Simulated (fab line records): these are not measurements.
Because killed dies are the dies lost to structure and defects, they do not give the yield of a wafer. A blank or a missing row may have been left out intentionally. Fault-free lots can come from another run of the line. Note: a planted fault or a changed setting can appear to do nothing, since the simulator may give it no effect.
Lot-split experiment -- flow n5 finfet -- on a route of 1938 steps: 7 lots, 21 wafers read

## ON THE SPLIT
At N5_MOL_CONTACT_COAG_ETCHBACK_135 (etches SiO2 in CHF3, target depth 25 nm, time 16.7 s), the setting time s was moved away from the recipe's 16.7 s on 6 of the 21 wafers read, by -18.1% to +18.1%. This setting was run at the recipe's value on the other wafers.

Reading taken at the split's own step.

## THE READING
SOC_of_MOL_CONTACT_COAG_COAT_75.thk nm (the simulator's own value, which no gauge read), in nm, at N5_MOL_CONTACT_COAG_ETCHBACK_135 (etches SiO2 in CHF3, target depth 25 nm, time 16.7 s). The file gives no usual value for it. Across the 15 wafers here that went through the recipe, the average is 57.3 nm and the standard deviation 0.25 nm.

wafer,"tool, chamber at the split","time s as run, s",against the recipe,"SOC_of_MOL_CONTACT_COAG_COAT_75.thk nm, nm",against lot-mates on the recipe
L079.3,"rie diel-06, 2,1,0",16.7,recipe,57,-
L079.5,"rie diel-06, 2,1,0",16.7,recipe,57,-
L079.6,"rie diel-06, 2,1,0",16.7,recipe,57,-
L084.1,"rie diel-02, 0",16.7,recipe,57,-
L084.2,"rie diel-02, 1",16.7,recipe,57.2,-
L084.6,"rie diel-02, 1",18.13,+8.6%,56.8,-0.3
L085.2,"rie diel-03, 0",16.7,recipe,57.6,-
L085.5,"rie diel-03, 2,1",19.73,+18.1%,57.2,-0.4
L085.6,"rie diel-03, 2,1",19.73,+18.1%,57.2,-0.4
L091.1,"rie diel-03, 0",16.7,recipe,57.6,-
L091.4,"rie diel-03, 3",16.7,recipe,57.8,-
L091.5,"rie diel-03, 0",13.67,-18.1%,58.4,+0.7
L092.3,"rie diel-06, 3",16.7,recipe,57.2,-
L092.4,"rie diel-06, 2,0",18.99,+13.7%,57,-0.2
L092.5,"rie diel-06, 2,0",18.99,+13.7%,57,-0.2
L096.2,"rie diel-03, 0",16.7,recipe,57.6,-
L096.3,"rie diel-03, 1,2",16.7,recipe,57.4,-
L096.4,"rie diel-03, 1,2",16.7,recipe,57.4,-
L097.1,"rie diel-02, 1",16.7,recipe,57.2,-
L097.2,"rie diel-02, 3,1",16.7,recipe,57.4,-
L097.4,"rie diel-02, 3,1",16.7,recipe,57.4,-
When a row names more than one chamber, that row covers several wafers, and the file does not tell which wafer ran in which chamber.

THE FIT
A straight line over all 21 wafers: SOC_of_MOL_CONTACT_COAG_COAT_75.thk nm changes by -0.028 nm for each +1% of time s; r = -0.62; the points scatter about the line by 0.29 nm.
The same after taking each lot's own level away (the mean of its wafers on the recipe; 21 wafers): -0.0256 nm for each +1%; r = -0.90; scatter 0.1 nm.
Per that fit: largest time s move, reading shift of 0.46 nm.
Across the lots, their own levels run from 57.00 to 57.70 nm, a range of 2.8 times the standard deviation given above.
So the lot-to-lot level blurs the effect unless lot-mates are compared.
Check: for one of the wafers moved furthest among these (+18.1%), held out of the fit, the line's prediction against its lot-mates is -0.448 nm. It came out at -0.4 nm against them.

## THE OTHER SPLITS THESE WAFERS WENT THROUGH
Other splits were also applied to these wafers ahead of the reading. Each is held against what the fit with the lots' levels taken away leaves over:
other split on the same wafers,wafers away from the commonest value,r with SOC_of_MOL_CONTACT_COAG_COAT_75.thk nm (lot level and that fit taken away)
N5_SD_EPI_P_EPI_21 time s,4,-0.27
N5_HKMG_FIN_COAT_42 spin rpm,7,-0.18
N5_HKMG_FIN_EXPOSE_46 dose mj,7,-0.36
N5_HKMG_FIN_COAT_06 spin rpm,6,-0.01
N5_HKMG_FIN_EXPOSE_09 dose mj,4,+0.28
N5_GATE_CUT_COAT_27 spin rpm,8,-0.32
N5_GATE_CUT_EXPOSE_10 dose mj,5,+0.33

## THE FILE'S OWN FIT
SOC_of_MOL_CONTACT_COAG_COAT_75.thk nm changes by -0.0275 nm for each +1% of time s, r = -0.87.
